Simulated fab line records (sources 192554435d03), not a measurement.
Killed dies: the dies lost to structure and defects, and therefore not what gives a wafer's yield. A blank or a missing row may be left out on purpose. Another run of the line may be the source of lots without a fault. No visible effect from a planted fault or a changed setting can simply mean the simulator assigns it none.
Chamber matching -- flow n5-finfet -- N5_GATE_CUT_STRIP_59 on rie-diel-03 has 4 sister chambers
The step strips in N2/H2, time 20 s. 16 wafers are shown with their chamber, then 7 later ones without.

## WAFERS WITH THEIR CHAMBER
wafer,chamber,showerhead-plenum-p-Torr (Torr),drypump-motor-current-A (A),throttle-valve-pct (%)
L597.3,0,3.49,5.7,12.58
L597.5,0,3.49,5.7,12.58
L597.6,2,3.46,5.3,12.32
L599.1,3,3.38,5.1,12.47
L599.4,2,3.46,5.3,12.32
L599.5,2,3.45,5.3,12.32
L600.1,3,3.38,5.0,12.46
L600.4,0,3.49,5.7,12.59
L600.6,2,3.45,5.3,12.32
L601.1,1,3.26,5.7,12.48
L601.5,3,3.37,5.1,12.47
L601.6,0,3.48,5.7,12.59
L608.3,1,3.25,5.8,12.49
L608.5,3,3.37,5.1,12.50
L617.2,0,3.47,5.6,12.67
L617.4,3,3.36,5.1,12.54

SIGNATURES (means of the wafers above)
reading,chamber 0,chamber 1,chamber 2,chamber 3,scatter within a chamber
showerhead-plenum-p-Torr,3.4840,3.2550,3.4550,3.3720,0.00791
drypump-motor-current-A,5.680,5.750,5.300,5.080,0.0418
throttle-valve-pct,12.6020,12.4850,12.3200,12.4880,0.0292
Rule: for a wafer and a chamber, the distance is found by dividing, reading by reading, the gap between the wafer's reading and the chamber's mean by the reading's scatter, squaring, summing and taking the root. If the next closest chamber is less than 2 further off than the closest, the wafer can't be placed; otherwise it belongs to the closest. The scatter: the root of (the sum of the squares of (reading less its chamber's mean) over the shown wafers, divided by (wafers less chambers)).

## WAFERS WHOSE CHAMBER IS MISSING
wafer,showerhead-plenum-p-Torr (Torr),drypump-motor-current-A (A),throttle-valve-pct (%)
L617.5,3.44,5.3,12.39
L618.3,3.36,5.1,12.55
L618.5,3.47,5.7,12.66
L618.6,3.36,5.1,12.56
L619.1,3.43,5.3,12.42
L619.4,3.24,5.7,12.58
L619.5,3.47,5.7,12.66

## CHAMBER TAKEN BY EACH
wafer,from the rows above,in truth
L617.5,2,2
L618.3,3,3
L618.5,0,0
L618.6,3,3
L619.1,2,2
L619.4,1,1
L619.5,0,0
7 of 7 placed correctly. From these rows, 0 cannot be placed. Number placed wrongly: 0.
